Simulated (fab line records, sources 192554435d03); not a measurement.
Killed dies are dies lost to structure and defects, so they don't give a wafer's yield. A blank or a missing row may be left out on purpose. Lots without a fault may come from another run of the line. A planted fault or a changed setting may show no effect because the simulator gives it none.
Chamber matching | flow n5_finfet | N5_BEOL_M0_SAQP_STRIP_86 on rie_diel-06: 4 sister chambers
The step strips in N2/H2. 4 wafers are shown with their chamber, then 8 later ones without.

WAFERS WITH THEIR CHAMBER
wafer  | chamber | drypump_motor_current_A (A)
L082.5 | 0       | 5.2
L083.4 | 3       | 6.2
L083.6 | 2       | 6.0
L087.1 | 1       | 5.7

WAFERS WITHOUT THEIR CHAMBER
wafer  | drypump_motor_current_A (A)
L087.3 | 6.2
L087.5 | 5.2
L089.1 | 6.1
L089.5 | 6.2
L089.6 | 5.2
L096.3 | 5.7
L096.5 | 6.0
L096.6 | 6.2

WHICH CHAMBER EACH WENT THROUGH
wafer  | from the rows above     | in truth
L087.3 | 3                       | 3
L087.5 | 0                       | 0
L089.1 | can't be placed: 2 or 3 | 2
L089.5 | 3                       | 3
L089.6 | 0                       | 0
L096.3 | 1                       | 1
L096.5 | 2                       | 2
L096.6 | 3                       | 3
Placed correctly: 7 of 8. Can't be placed from these rows: 1 (the true chamber is among the candidates in 1). Placed wrongly: 0.
How it was worked out, from the rows above alone: a wafer's distance from a chamber is the root of the sum, over the readings, of the square of ((its reading less the chamber's mean) divided by the reading's scatter). The wafer belongs to the nearest chamber; if the next one is less than 2 further off, it can't be placed. A chamber's mean is the mean of its shown wafers. The scatter: with one shown wafer a chamber, the root of the mean of the squares of how far each hidden wafer lies from its nearest shown one.
